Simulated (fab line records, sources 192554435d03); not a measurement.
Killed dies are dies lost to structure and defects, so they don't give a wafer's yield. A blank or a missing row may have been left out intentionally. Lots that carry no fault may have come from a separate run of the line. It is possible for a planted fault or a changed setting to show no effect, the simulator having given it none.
Which tool was responsible? ; flow n5-finfet ; Sampling: 12 lots, 35 wafers, 4 of 1938 route steps

== WHAT THE GAUGES SHOWED, per wafer ==
No reading from a measuring or inspecting step in the record can be judged against a usual standard deviation.

== WHAT TOOL EACH LOT RAN ON (gives the tool, then ch and the chambers of the sampled wafers, and finally the start) ==
lot;N5_BEOL_M8_SPUTTER_48;N5_PASSIVATION_PASS_ETCH_47;N5_PASSIVATION_STRIP_48;N5_PASSIVATION_PROBE_49
L865;pvd-sputter-02, day 12 14:15;rie-diel-05 ch 1,2, day 15 09:59;rie-diel-05 ch 1,2, day 15 10:31;-
L870;pvd-sputter-01, day 14 04:27;rie-diel-05 ch 0,1, day 16 22:42;rie-diel-05 ch 0,1, day 16 23:13;-
L873;pvd-sputter-01, day 14 11:09;rie-diel-03 ch 2,3, day 17 04:17;rie-diel-03 ch 2,3, day 17 04:47;-
L871;pvd-sputter-02, day 14 21:23;rie-diel-03 ch 0,3, day 17 10:49;rie-diel-03 ch 0,3, day 17 11:20;prober-02, day 17 14:01
L869;pvd-sputter-01, day 15 03:04;rie-diel-03 ch 2,3, day 17 19:32;rie-diel-03 ch 2,3, day 17 20:04;-
L872;pvd-sputter-02, day 15 03:25;rie-diel-03 ch 1,3, day 18 00:04;rie-diel-03 ch 1,3, day 18 00:34;-
L876;pvd-sputter-02, day 15 07:37;rie-diel-05 ch 1,2,3, day 18 05:11;rie-diel-05 ch 1,2,3, day 18 05:41;-
L874;pvd-sputter-01, day 15 22:11;rie-diel-05 ch 2,3, day 18 11:59;rie-diel-05 ch 2,3, day 18 12:30;-
L877;pvd-sputter-01, day 15 22:23;rie-diel-05 ch 1,2,3, day 18 13:57;rie-diel-05 ch 1,2,3, day 18 14:28;-
L884;pvd-sputter-01, day 17 06:35;rie-diel-02 ch 0,1,3, day 19 22:44;rie-diel-02 ch 0,1,3, day 19 23:16;prober-02, day 20 01:45
L883;pvd-sputter-01, day 17 21:14;rie-diel-03 ch 0,1,3, day 20 09:53;rie-diel-03 ch 0,1,3, day 20 10:25;prober-01, day 20 12:54
L885;pvd-sputter-01, day 18 04:58;rie-diel-03 ch 0,1, day 21 01:34;rie-diel-03 ch 0,1, day 21 02:05;prober-01, day 21 04:44
- N5_BEOL_M8_SPUTTER_48: material Cu, target thk 10 nm, time 1.667 s.
- N5_PASSIVATION_PASS_ETCH_47: etches SiNx in CF4/O2, target depth 770 nm, time 385 s.
- N5_PASSIVATION_STRIP_48: strips in O2.
- N5_PASSIVATION_PROBE_49

== WHAT THE TOOLS THEMSELVES READ (means of the sampled wafers that have a number; where no wafer has one, the mark that the record gives instead) ==
N5_BEOL_M8_SPUTTER_48.
lot;tool;throttle-valve-pct (%)
L865;pvd-sputter-02;29.2
L870;pvd-sputter-01;29.9
L873;pvd-sputter-01;28.8
L871;pvd-sputter-02;29.8
L869;pvd-sputter-01;28.6
L872;pvd-sputter-02;29.6
L876;pvd-sputter-02;29.6
L874;pvd-sputter-01;28.6
L877;pvd-sputter-01;29.5
L884;pvd-sputter-01;29.9
L883;pvd-sputter-01;30.2
L885;pvd-sputter-01;30.6

N5_PASSIVATION_PASS_ETCH_47.
lot;tool;drypump-motor-current-A (A);oes_ar_750_au (a.u.);oes_o_777_au (a.u.);oes-product-au (a.u.);rf-vpp-V (V);showerhead-plenum-p-Torr (Torr);throttle-valve-pct (%)
L865;rie-diel-05;5.3;0.87;0.87;0.86;237;2.16;15.40
L870;rie-diel-05;5.8;0.87;0.85;0.87;239;2.24;15.68
L873;rie-diel-03;5.9;0.87;0.87;0.87;246;2.31;15.64
L871;rie-diel-03;5.3;0.85;0.86;0.86;251;2.20;15.41
L869;rie-diel-03;5.8;0.86;0.86;0.85;246;2.32;15.73
L872;rie-diel-03;6.2;0.81;0.80;0.80;238;2.18;15.97
L876;rie-diel-05;5.4;0.86;0.86;0.86;237;2.17;15.41
L874;rie-diel-05;5.7;0.80;0.82;0.81;237;2.18;15.51
L877;rie-diel-05;5.4;0.85;0.85;0.85;238;2.16;15.44
L884;rie-diel-02;5.9;0.75;0.76;0.75;240;2.23;15.92
L883;rie-diel-03;5.8;0.80;0.80;0.80;244;2.18;15.74
L885;rie-diel-03;5.4;0.79;0.79;0.80;247;2.13;15.67

N5_PASSIVATION_STRIP_48.
lot;tool;drypump-motor-current-A (A);oes-product-au (a.u.);rf-vpp-V (V);showerhead-plenum-p-Torr (Torr);throttle-valve-pct (%)
L865;rie-diel-05;5.4;0.84;2.2;2.06;16.21
L870;rie-diel-05;5.8;0.89;0.9;2.12;16.43
L873;rie-diel-03;5.9;0.87;6.6;2.22;16.47
L871;rie-diel-03;5.3;0.85;3.1;2.11;16.31
L869;rie-diel-03;5.8;0.84;5.0;2.22;16.57
L872;rie-diel-03;6.1;0.79;2.3;2.07;16.75
L876;rie-diel-05;5.4;0.85;3.4;2.06;16.25
L874;rie-diel-05;5.7;0.79;5.2;2.08;16.39
L877;rie-diel-05;5.4;0.83;3.5;2.06;16.27
L884;rie-diel-02;5.9;0.75;2.3;2.13;16.78
L883;rie-diel-03;5.7;0.80;3.9;2.08;16.59
L885;rie-diel-03;5.4;0.79;1.0;2.02;16.50

N5_PASSIVATION_PROBE_49.
lot;tool;defect-limited-yield (%);killed_at_M0_to_M3;killed_at_M4_up;killed-at-contacts;killed-at-front-end;killed-at-other;killed-dies;killed-on-rim;killed-open;killed-short;sort_bin_5_function (%);sort_bin_6_memory (%);sort-n-pass;sort-yield-pct (%)
L871;prober-02;89.8;38;11;20;46;5.3;121;13;76;43;6.2;3.6;1059;89.8
L884;prober-02;88.0;33;61;14;31;3.3;142;19;69;32;7.3;3.8;1038;88.0
L883;prober-01;88.0;38;50;13;36;5.0;142;18;74;27;7.3;3.5;1038;88.0
L885;prober-01;83.6;44;101;9;40;0.0;193;23;76;30;10.1;4.3;987;83.6

== THE ANSWER, worked out from the rows above alone ==
Rule: the lots themselves supply what counts as usual. Put in order of their means at a reading, lots are off if they are a third of the lots or fewer, leave a main group of 4 or more, and stand apart from it by a gap of 3 or more times the standard deviation of the main group's means; of several such gaps the widest counts. Not used: any main group whose means are identical at the precision the tables above print for the reading. Also off: a lot with no number at a reading for which 4 or more lots have one. All remaining lots with rows at the step are treated as sound. First the gauges in route order, then the tools' own readings, where a lot's mean is used as printed above. At the first step where some lot is off, the reading lying furthest off is the one used; lots without a number count as furthest.
None of the lots is off at any reading shown; this tells nothing.

== WHAT WAS PUT IN BY THE SIMULATOR ==
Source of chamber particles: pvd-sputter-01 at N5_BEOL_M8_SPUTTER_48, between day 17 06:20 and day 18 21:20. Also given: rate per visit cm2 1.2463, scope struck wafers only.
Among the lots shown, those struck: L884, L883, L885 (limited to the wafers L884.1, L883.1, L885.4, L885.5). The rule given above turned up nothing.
